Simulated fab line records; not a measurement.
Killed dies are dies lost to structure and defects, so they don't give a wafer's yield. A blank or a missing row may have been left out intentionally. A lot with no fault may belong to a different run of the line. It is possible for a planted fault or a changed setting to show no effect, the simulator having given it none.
fab line records    flow n5-finfet
record: lots: 9  wafers: 27  last-day: 17
route steps=1938 shown BEOL_M4@1111 BEOL_M15@1808 MIM_TOP@1836 MIM_TOP_LITHO@1847 MIM_TOP_ETCH@1851 PASSIVATION@1936
lots with no fault: from the same line, run without faults
start-h: hours from the record's first day to the start of the lot's first wafer shown    wait-h: time in hours since the lot's previous step    " as in the row above    L1.1+2: one row covering several wafers at once    - no value, or no start given    * or withheld: withheld    < > ~ a bound
route shown NAME@n: NAME is a module with steps in the file, n the number in the route of the first one    usual: mean/standard deviation of fault-free wafers    same: alike in all rows    chamber/n: place in a boat    sites: each site's reading    _std_site: standard deviation of those values    _edge_site: mean of outer sites minus mean of inner sites    radius-mm: how far each site lies from the wafer's centre    mask NAME#n: copy n    behind: tool/chamber where the wafer was last shaped    hold: reason for holding the lot/hours on hold/outcome of the hold    device: transistor that didn't switch, given as n, p or np    end of line: at the end of the route, the tests of the same wafers    where a step has no rows: the recipe by itself    killed: at the first sort, the dies lost to defects and structure; wafer yield is something else    map: a wafer's dies, x killed, . not, _ none there
set.NAME: the setting that was run; set.NAME@STEP: the one run at that earlier step    model.NAME: the simulator's own value behind a step, which no gauge read
steps of the route over a sample of lots; a table a step, a row a wafer
services: when a tool's chamber went out of use (start-h, in hours from the record's first day, below 0 if earlier), for how many hours, and the reason
== steps ==
step: N5_BEOL_M4_RC_MEAS_101
usual: DIBL_N: 36.3/1  DIBL_P: 36.2/1.4  IOFF_N: 0.157/0.021  IOFF_P: 0.206/0.025  ION_N: 673/9  ION_P: 461/6.4  SS_N: 71.5/0.5  SS_P: 73.2/0.47  VT_N: 249.9/2.4  VT_P: -250.6/2.9
lot.wafer  tool       chamber  start-h  wait-h  DIBL_N[mV/V]  DIBL_P[mV/V]  IOFF_N[nA/um]  IOFF_P[nA/um]  ION_N[uA/um]  ION_P[uA/um]  SS_N[mV/dec]  SS_P[mV/dec]  VT_N[mV]  VT_P[mV]
L255.2     prober-01  0        168.26   0.2     35.0          35.5          0.131          0.174          674           456           71.2          72.7          252.7     -254.4
L255.5     "          0        "        "       35.3          34.7          0.128          0.170          664           452           71.7          73.0          252.4     -255.1
L255.6     "          0        "        "       35.6          35.7          0.131          0.179          665           456           70.8          72.5          254.0     -254.1
L260.1     prober-02  0        199.64   0.0     36.7          37.4          0.170          0.224          669           464           72.4          73.5          247.3     -249.1
L260.4     "          0        "        "       35.1          36.1          0.145          0.196          665           456           71.5          73.2          251.9     -252.0
L260.6     "          0        "        "       35.3          36.2          0.144          0.196          661           458           70.9          73.4          251.8     -252.4
L266.2     prober-01  0        234.04   0.2     36.5          35.9          0.161          0.207          675           461           71.6          72.9          248.3     -252.3
L266.4     "          0        "        "       35.9          35.9          0.152          0.208          670           465           71.8          72.8          250.5     -248.5
L266.6     "          0        "        "       35.5          35.2          0.155          0.199          674           469           71.9          72.5          249.1     -248.3
L267.1     prober-02  0        237.13   0.0     37.0          37.4          0.161          0.206          671           460           71.6          73.0          253.7     -251.2
L267.2     "          0        "        "       37.3          37.7          0.164          0.208          668           455           72.2          73.4          250.5     -253.6
L267.4     "          0        "        "       37.2          38.3          0.170          0.222          687           462           72.1          72.6          247.8     -251.6
L268.2     prober-01  0        247.33   0.2     35.0          34.8          0.146          0.197          674           465           71.1          72.9          250.0     -252.0
L268.5     "          0        "        "       35.3          35.0          0.152          0.201          661           454           71.4          73.1          254.8     -248.4
L268.6     "          0        "        "       36.3          36.4          0.173          0.220          677           459           71.4          72.9          247.7     -250.4
L274.1     prober-02  0        281.11   0.0     37.5          35.7          0.148          0.179          665           448           71.8          73.4          251.7     -255.2
L274.4     "          0        "        "       35.4          34.3          0.120          0.157          667           455           70.2          72.9          252.6     -255.0
L274.5     "          0        "        "       35.9          34.6          0.132          0.162          660           455           72.1          72.3          252.5     -255.7
L275.2     prober-01  0        287.29   0.8     35.8          36.5          0.162          0.227          680           469           71.4          74.0          245.4     -247.4
L275.3     "          0        "        "       34.6          35.0          0.136          0.198          670           467           71.5          72.7          251.9     -251.0
L275.4     "          0        "        "       35.3          35.7          0.152          0.210          677           468           71.4          73.7          251.6     -245.4
L277.2     prober-02  0        301.82   0.2     37.8          38.4          0.180          0.230          674           462           71.7          74.2          248.4     -251.4
L277.3     "          0        "        "       35.6          35.6          0.145          0.187          664           457           72.1          72.9          251.5     -251.2
L277.6     "          0        "        "       33.4          32.3          0.106          0.148          663           455           70.7          72.3          255.4     -255.0
L278.1     prober-02  0        306.57   0.0     36.6          39.0          0.183          0.210          688           469           71.7          73.4          246.7     -247.7
L278.4     "          0        "        "       37.6          40.5          0.208          0.230          697           462           71.7          73.7          247.3     -248.8
L278.5     "          0        "        "       36.7          38.5          0.187          0.207          686           462           72.0          73.4          246.2     -249.5
step: N5_BEOL_M15_ETCH_61
recipe: chemistry: N2/H2  target: BARC  target-depth-a: 890  overetch-a: 267  time-s: 67.9  ion-energy-ev: 200  pressure-mtorr: 30  source-w: 840  bias-w: 150  n2-flow-sccm: 200  h2-flow-sccm: 200
usual: bias-w: 150.0/0.41  chamber-pressure-mTorr: 29.997/0.029  drypump-motor-current-A: 5.8/0.68  oes-product-au: 0.68/0.071  rf-fwd-power-W: 832/4.1  rf-vpp-V: 523/3  showerhead-plenum-p-Torr: 2.51/0.1  throttle-valve-pct: 17.86/0.21
lot.wafer  tool         chamber  start-h  wait-h  bias-w  chamber-pressure-mTorr  drypump-motor-current-A  oes-product-au  rf-fwd-power-W  rf-hours-counter-h  rf-vpp-V  showerhead-plenum-p-Torr  throttle-valve-pct
L255.2     rie-diel-01  0        257.15   0.0     149.7   29.984                  6.0                      0.82            838             11                  524       2.61                      17.73
L255.5     "            3        "        "       149.5   30.016                  4.9                      0.76            835             -                   525       2.60                      17.49
L255.6     "            0        "        "       149.6   30.024                  6.0                      0.82            838             -                   526       2.61                      17.72
L260.1     rie-diel-05  2        282.66   0.0     149.7   29.985                  6.2                      0.60            835             206                 520       2.41                      17.98
L260.4     "            3        "        "       149.1   29.969                  6.8                      0.64            825             178                 519       2.43                      17.95
L260.6     "            2        "        "       149.7   30.010                  6.3                      0.59            833             -                   519       2.41                      18.00
L266.2     rie-diel-01  2        306.97   0.0     150.3   29.962                  6.4                      0.61            831             217                 528       2.63                      18.38
L266.4     "            1        "        "       150.4   30.018                  5.8                      0.72            834             75                  530       2.68                      17.65
L266.6     "            1        "        "       150.1   30.030                  5.8                      0.72            834             -                   527       2.68                      17.63
L267.1     rie-diel-05  1        316.28   0.0     150.5   30.009                  6.0                      0.75            835             34                  522       2.50                      18.04
L267.2     "            3        "        "       149.8   29.969                  6.8                      0.64            831             188                 520       2.43                      17.96
L267.4     "            0        "        "       150.3   29.938                  4.7                      0.70            824             81                  521       2.46                      17.66
L268.2     rie-diel-05  0        328.37   0.0     149.9   30.035                  4.7                      0.69            824             84                  522       2.46                      17.69
L268.5     "            1        "        "       150.2   29.997                  6.0                      0.75            836             -                   521       2.50                      18.04
L268.6     "            0        "        "       149.9   30.010                  4.7                      0.70            823             -                   522       2.46                      17.67
L274.1     rie-diel-05  1        372.06   0.0     150.2   29.954                  6.0                      0.73            837             50                  523       2.49                      18.06
L274.4     "            3        "        "       150.5   30.044                  6.8                      0.62            829             204                 522       2.42                      17.97
L274.5     "            0        "        "       150.0   30.063                  4.6                      0.68            824             -                   522       2.45                      17.69
L275.2     rie-diel-01  3        372.51   0.0     150.2   29.974                  4.9                      0.71            831             58                  525       2.59                      17.56
L275.3     "            0        "        "       150.4   29.946                  6.0                      0.75            838             49                  525       2.59                      17.80
L275.4     "            2        "        "       149.4   30.040                  6.4                      0.60            835             238                 527       2.62                      18.42
L277.2     rie-diel-03  2        383.47   0.0     150.0   29.979                  5.2                      0.61            826             213                 526       2.62                      17.82
L277.3     "            3        "        "       149.4   29.979                  5.2                      0.61            830             192                 517       2.33                      17.81
L277.6     "            2        "        "       150.1   30.000                  5.1                      0.60            827             -                   527       2.62                      17.81
L278.1     rie-diel-03  2        386.15   0.0     150.0   30.006                  5.2                      0.60            828             214                 527       2.62                      17.82
L278.4     "            1        "        "       149.7   29.994                  5.4                      0.59            834             -                   526       2.61                      17.87
L278.5     "            3        "        "       149.6   30.002                  5.3                      0.62            834             -                   518       2.33                      17.82
step: N5_MIM_TOP_ALD_02
recipe: material: Al2O3  target-thk-a: *  temp-c: withheld  ald-precursor-family: TMA  ald-co-reactant: O3  pulse-time-s: withheld  purge-time-s: 3  co-reactant-purge-time-s: withheld  co-reactant-pulse-time-s: 3  ald-cycles: withheld
usual: precursor-pulse-height-rel: 0.999/0.021
lot.wafer  tool       chamber  start-h  wait-h  precursor-pulse-height-rel
L255.2     ald-hk-02  1        -        -       1.033
L255.5     "          1        "        "       1.003
L255.6     "          0        "        "       0.969
L260.1     ald-hk-03  0        -        -       0.973
L260.4     "          3        "        "       0.991
L260.6     "          0        "        "       0.994
L266.2     ald-hk-02  1        -        -       1.039
L266.4     "          2        "        "       0.996
L266.6     "          3        "        "       0.981
L267.1     ald-hk-03  2        -        -       1.007
L267.2     "          3        "        "       0.970
L267.4     "          0        "        "       1.025
L268.2     ald-hk-03  2        -        -       0.964
L268.5     "          3        "        "       0.970
L268.6     "          0        "        "       0.998
L274.1     ald-hk-01  0        -        -       1.020
L274.4     "          3        "        "       0.999
L274.5     "          1        "        "       1.060
L275.2     ald-hk-02  2        -        -       0.986
L275.3     "          3        "        "       1.023
L275.4     "          0        "        "       1.018
L277.2     ald-hk-01  2        -        -       1.033
L277.3     "          1        "        "       0.981
L277.6     "          0        "        "       0.997
L278.1     ald-hk-02  2        -        -       0.937
L278.4     "          0        "        "       0.979
L278.5     "          3        "        "       0.969
step: N5_MIM_TOP_LITHO_CD_MEAS_08
recipe: target-cd-nm: 2000  landing-energy-ev: 500  detector: se-inlens
usual: cd-nm: 2001.0/1.4
lot.wafer  tool       chamber  start-h  wait-h  cd-nm
L255.2     cd-sem-01  0        264.80   -       2000.6
L255.5     "          0        "        "       1999.3
L255.6     "          0        "        "       2000.6
L260.1     cd-sem-02  0        290.61   -       1997.7
L260.4     "          0        "        "       1997.4
L260.6     "          0        "        "       1996.9
L266.2     cd-sem-01  0        313.56   -       2001.3
L266.4     "          0        "        "       2000.9
L266.6     "          0        "        "       2001.1
L267.1     cd-sem-01  0        325.61   -       2003.9
L267.2     "          0        "        "       2003.0
L267.4     "          0        "        "       2002.5
L268.2     cd-sem-02  0        335.96   -       2003.5
L268.5     "          0        "        "       2000.9
L268.6     "          0        "        "       2001.7
L274.1     cd-sem-03  0        380.06   -       1999.6
L274.4     "          0        "        "       2001.0
L274.5     "          0        "        "       2001.3
L275.2     cd-sem-02  0        380.30   -       2000.3
L275.3     "          0        "        "       2000.7
L275.4     "          0        "        "       2000.4
L277.2     cd-sem-02  0        394.20   -       1999.1
L277.3     "          0        "        "       2000.8
L277.6     "          0        "        "       1999.1
L278.1     cd-sem-02  0        394.36   -       2001.4
L278.4     "          0        "        "       2002.6
L278.5     "          0        "        "       2002.1
step: N5_MIM_TOP_ETCH_ETCH_00
recipe: chemistry: Cl2/BCl3  target: TiN  target-depth-a: 385  ion-energy-ev: 150  pressure-mtorr: 10  icp-w: 1000  bias-w: 126  Cl2_flow_sccm: 53.25  bcl3-flow-sccm: 21.75  Ar_flow_sccm: 25
usual: bcl3-flow-sccm: 21.76/0.066  bias-w: 126.0/0.33  drypump-motor-current-A: 5.9/0.4  oes-product-au: 0.78/0.07  rf-fwd-power-W: 995/3.3  throttle-valve-pct: 22.74/0.12
lot.wafer  tool          chamber  start-h  wait-h  bcl3-flow-sccm  bias-w  drypump-motor-current-A  oes-product-au  rf-fwd-power-W  rf-hours-counter-h  throttle-valve-pct
L255.2     rie-metal-03  1        264.98   0.1     21.82           126.2   6.0                      0.71            996             65                  22.69
L255.5     "             0        "        "       21.75           126.5   5.1                      0.87            991             -                   22.83
L255.6     "             1        "        "       21.75           125.8   6.0                      0.71            993             -                   22.70
L260.1     rie-metal-01  1        290.80   0.1     21.73           126.1   5.3                      0.93            995             5                   22.65
L260.4     "             0        "        "       21.80           126.5   6.3                      0.70            998             -                   22.58
L260.6     "             0        "        "       21.78           125.9   6.2                      0.70            1000            -                   22.58
L266.2     rie-metal-02  0        313.74   0.1     -               -       -                        -               -               -                   -
L266.4     "             1        "        "       -               -       -                        -               -               -                   -
L266.6     "             1        "        "       -               -       -                        -               -               -                   -
L267.1     rie-metal-01  0        325.79   0.1     -               -       -                        -               -               -                   -
L267.2     "             1        "        "       -               -       -                        -               -               -                   -
L267.4     "             1        "        "       -               -       -                        -               -               -                   -
L268.2     rie-metal-03  0        336.46   0.1     -               -       -                        -               -               -                   -
L268.5     "             0        "        "       -               -       -                        -               -               -                   -
L268.6     "             1        "        "       -               -       -                        -               -               -                   -
L274.1     rie-metal-01  0        380.28   0.1     21.78           126.3   6.3                      0.68            994             81                  22.61
L274.4     "             1        "        "       21.73           125.6   5.3                      0.86            995             -                   22.65
L274.5     "             1        "        "       21.77           126.5   5.4                      0.87            994             -                   22.66
L275.2     rie-metal-02  1        380.48   0.1     21.77           126.4   6.0                      0.76            998             46                  22.68
L275.3     "             1        "        "       21.75           126.0   6.0                      0.77            994             -                   22.66
L275.4     "             0        "        "       21.82           126.1   6.2                      0.78            992             -                   22.91
L277.2     rie-metal-02  0        394.41   0.1     21.89           125.6   6.2                      0.77            994             45                  22.93
L277.3     "             1        "        "       21.70           126.5   6.0                      0.76            997             -                   22.67
L277.6     "             0        "        "       21.73           126.4   6.2                      0.77            991             -                   22.92
L278.1     rie-metal-02  1        394.73   0.1     21.70           126.0   6.0                      0.75            996             48                  22.68
L278.4     "             0        "        "       21.76           126.1   6.2                      0.76            996             -                   22.93
L278.5     "             0        "        "       21.83           126.1   6.2                      0.76            997             -                   22.95
step: N5_PASSIVATION_PROBE_49
usual: defect-limited-yield: 91.1/1.3  killed_at_M0_to_M3: 36/10  killed_at_M4_up: 14/4.4  killed-at-contacts: 14/5.7  killed-at-front-end: 39/9.4  killed-at-other: 2.9/2.6  killed-dies: 105/15  killed-on-rim: 14/3.5  killed-open: 70/12  killed-short: 34/7.1  sort_bin_5_function: 5.3/0.77  sort_bin_6_memory: 3.3/0.66  sort-n-pass: 1075/15  sort-yield-pct: 91.1/1.3
same: gross-dies: 1180  killed-at-back-side: 0  sort_bin_4_leakage[%]: 0  sort_bin_8_speed[%]: 0
lot.wafer  tool       chamber  start-h  wait-h  defect-limited-yield[%]  killed_at_M0_to_M3  killed_at_M4_up  killed-at-contacts  killed-at-front-end  killed-at-other  killed-dies  killed-on-rim  killed-open  killed-short  sort_bin_5_function[%]  sort_bin_6_memory[%]  sort-n-pass  sort-yield-pct[%]
L266.2     prober-02  -        323.93   0.1     0                        20                  9                15                  21                   1115             1180         152            47           16            97.8                    2.1                   0            0
L266.4     prober-02  -        324.03   0.2     0                        27                  14               7                   26                   1106             1180         152            54           31            96.9                    2.8                   0            0
L266.6     prober-02  -        324.13   0.3     0                        18                  10               17                  23                   1112             1180         152            44           29            97.6                    2.0                   0            0
L267.1     prober-01  -        336.23   0.0     0                        35                  14               24                  27                   1080             1180         152            84           16            97.1                    2.7                   0            0
L267.2     prober-01  -        336.28   0.1     0                        35                  21               16                  42                   1066             1180         152            73           42            96.4                    3.2                   0            0
L267.4     prober-01  -        336.38   0.2     0                        33                  8                15                  36                   1088             1180         152            62           31            96.6                    3.1                   0            0
L268.2     prober-01  -        345.69   0.1     0                        41                  12               12                  29                   1086             1180         152            70           31            96.5                    3.3                   0            0
L268.5     prober-01  -        345.84   0.2     0                        48                  14               16                  32                   1070             1180         152            77           38            96.4                    3.5                   0            0
L268.6     prober-01  -        345.89   0.3     0                        39                  11               8                   35                   1087             1180         152            60           35            97.5                    2.2                   0            0
killed by level:class
L266.2 MIM_TOP_ETCH:area-etch=1114 MOL_CONTACT_COAG:geometric-particle:open=12 BEOL_M3:geometric-particle:open=6 STI_FIN_REVEAL:geometric-particle:open=5 BEOL_M1:geometric-particle:open=5 DUMMY_GATE:geometric-particle:open=4 BEOL_M0_SAQP:geometric-particle:short=4 MOL_CONTACT_COAG:geometric-particle:short=3
L266.4 MIM_TOP_ETCH:area-etch=1094 BEOL_M0_SAQP:geometric-particle:open=8 MOL_CONTACT_COAG:geometric-particle:open=7 FIN_SAQP:geometric-particle:open=4 DUMMY_GATE:geometric-particle:open=4 BEOL_M4:geometric-particle:short=4 BEOL_M0_SAQP:geometric-particle:short=4 BEOL_M1:geometric-particle:open=4
L266.6 MIM_TOP_ETCH:area-etch=1107 MOL_CONTACT_COAG:geometric-particle:open=12 BEOL_M3:geometric-particle:open=7 MOL_CONTACT_COAG:geometric-particle:short=5 FIN_SAQP:geometric-particle:short=4 ILD0:geometric-particle:short=4 BEOL_M0_SAQP:geometric-particle:short=4 BEOL_M5:geometric-particle:open=4
L267.1 MIM_TOP_ETCH:area-etch=1080 MOL_CONTACT_COAG:geometric-particle:open=19 BEOL_M2:geometric-particle:open=10 FIN_SAQP:geometric-particle:open=8 BEOL_M3:geometric-particle:open=8 BEOL_M1:geometric-particle:open=7 STI_FIN_REVEAL:geometric-particle:open=6 MOL_CONTACT_COAG:geometric-particle:short=5
L267.2 MIM_TOP_ETCH:area-etch=1065 FIN_SAQP:geometric-particle:short=14 MOL_CONTACT_COAG:geometric-particle:open=12 BEOL_M2:geometric-particle:open=11 FIN_SAQP:geometric-particle:open=9 BEOL_M4:geometric-particle:open=8 BEOL_M3:geometric-particle:open=7 BEOL_M0_SAQP:geometric-particle:short=6
L267.4 MIM_TOP_ETCH:area-etch=1087 BEOL_M3:geometric-particle:open=11 FIN_SAQP:geometric-particle:open=8 MOL_CONTACT_COAG:geometric-particle:open=8 MOL_CONTACT_COAG:geometric-particle:short=7 BEOL_M0_SAQP:geometric-particle:open=6 GATE_CUT:geometric-particle:short=5 BEOL_M2:geometric-particle:open=5
L268.2 MIM_TOP_ETCH:area-etch=1079 MOL_CONTACT_COAG:geometric-particle:open=10 BEOL_M4:geometric-particle:open=9 STI_FIN_REVEAL:geometric-particle:open=7 BEOL_M0_SAQP:geometric-particle:open=7 BEOL_M2:geometric-particle:open=7 BEOL_M3:geometric-particle:open=7 BEOL_M3:geometric-particle:short=6
L268.5 MIM_TOP_ETCH:area-etch=1064 BEOL_M2:geometric-particle:open=12 MOL_CONTACT_COAG:geometric-particle:open=11 BEOL_M3:geometric-particle:open=10 BEOL_M0_SAQP:geometric-particle:short=8 BEOL_M0_SAQP:geometric-particle:open=7 STI_FIN_REVEAL:geometric-particle:open=6 BEOL_M4:geometric-particle:open=6
L268.6 MIM_TOP_ETCH:area-etch=1085 BEOL_M3:geometric-particle:open=13 STI_FIN_REVEAL:geometric-particle:open=10 BEOL_M1:geometric-particle:open=7 BEOL_M4:geometric-particle:open=7 MOL_CONTACT_COAG:geometric-particle:open=6 DUMMY_GATE:geometric-particle:open=5 BEOL_M2:geometric-particle:short=5
== services ==
tool          chamber  start-h  hours  kind
rie-diel-01   2        247.19   13.3   repair
rie-metal-01  -        248.80   28.1   pm
rie-diel-03   2        251.67   11.3   repair
rie-diel-03   0        263.00   -      clean
rie-diel-03   0        263.00   -      consumable-replace:focus-ring
rie-diel-03   0        263.00   18.7   scheduled-down
rie-diel-03   0        263.00   18.7   vent-cycle
rie-diel-01   2        276.08   10.4   repair
rie-metal-01  -        279.59   0.7    repair
rie-diel-03   1        291.76   7.9    repair
ald-hk-02     -        322.59   2.1    repair
ald-hk-03     -        325.40   0.2    repair
ald-hk-02     -        331.16   1.3    repair
rie-diel-03   2        364.20   1.3    repair
ald-hk-03     -        369.93   1.4    repair
rie-diel-03   0        374.44   14.3   repair
rie-diel-03   2        387.99   4.9    repair
rie-metal-01  -        393.21   0.6    repair
ald-hk-03     -        394.65   8.7    pm
== key ==
first-sign: step: N5_MIM_TOP_ETCH_ETCH_00  reading: tool-record  direction: missing
effect: step: N5_PASSIVATION_PROBE_49  reading: killed-at-other  direction: up  sigmas: 99+  usual: 2.9  struck: 1090
more-kills-born-at: N5_MIM_TOP_ETCH_ETCH_00@rie-metal-02: 3315  N5_MIM_TOP_ETCH_ETCH_00@rie-metal-01: 3232  N5_MIM_TOP_ETCH_ETCH_00@rie-metal-03: 3228
met-at N5_MIM_TOP_ETCH_ETCH_00
struck-lots L266,L267,L268
later-rows-left-out L266.2,L266.4,L266.6,L267.1,L267.2,L267.4,L268.2,L268.5,L268.6
not-acting-at N5_BEOL_M15_ETCH_61,N5_MIM_TOP_ALD_02,N5_MIM_TOP_LITHO_CD_MEAS_08
onset-between 290.80 313.74
fault: kind: skipped-step-whole  tool: rie-metal-01,rie-metal-02,rie-metal-03  chamber: -  onset-h: 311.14  steps: N5_MIM_TOP_ETCH_ETCH_00  scope: struck-lots-only
later-rows-left-out: the simulator's readings of these wafers behind a module that went badly wrong aren't trusted and aren't shown, but for the sort
